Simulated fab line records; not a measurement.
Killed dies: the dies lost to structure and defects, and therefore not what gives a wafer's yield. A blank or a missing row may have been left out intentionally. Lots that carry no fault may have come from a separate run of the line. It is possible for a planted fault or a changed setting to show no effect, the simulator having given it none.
Chamber matching | flow nandHarc | pecvd-04 running NHARC_P_M0_DEP_32: 3 sister chambers
The step deposits SiCN, target thk 30 nm. 3 wafers are shown with their chamber, then 10 later ones without.

== WAFERS PAIRED WITH THEIR CHAMBERS ==
wafer  | chamber | heaterPowerW (W)
L087.5 | 1       | 697
L090.2 | 2       | 511
L090.3 | 0       | 622

== WAFERS WHOSE CHAMBER IS MISSING ==
wafer  | heaterPowerW (W)
L090.6 | 692
L093.1 | 560
L093.2 | 567
L093.4 | 623
L095.2 | 623
L095.3 | 608
L095.6 | 623
L096.2 | 655
L096.3 | 694
L096.5 | 667

== EACH ONE'S CHAMBER ==
wafer  | from the rows above     | in truth
L090.6 | 1                       | 1
L093.1 | can't be placed: 2 or 0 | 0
L093.2 | can't be placed: 0 or 2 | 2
L093.4 | 0                       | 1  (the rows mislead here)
L095.2 | 0                       | 0
L095.3 | 0                       | 0
L095.6 | 0                       | 0
L096.2 | can't be placed: 0 or 1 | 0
L096.3 | 1                       | 1
L096.5 | can't be placed: 1 or 0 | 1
Correct placement for 5 of the 10. Unplaceable from these rows: 4, with the true chamber sitting among the candidates in 4. 1 placed wrongly.
How it was worked out, from the rows above alone: a wafer's distance from a chamber is the root of the sum, over the readings, of the square of ((its reading less the chamber's mean) divided by the reading's scatter). The wafer belongs to the nearest chamber; if the next one is less than 2 further off, it can't be placed. For every chamber, the mean is computed from those of its wafers that are shown. The scatter: root of mean squared gap, hidden wafer to nearest shown wafer, with one shown wafer a chamber.
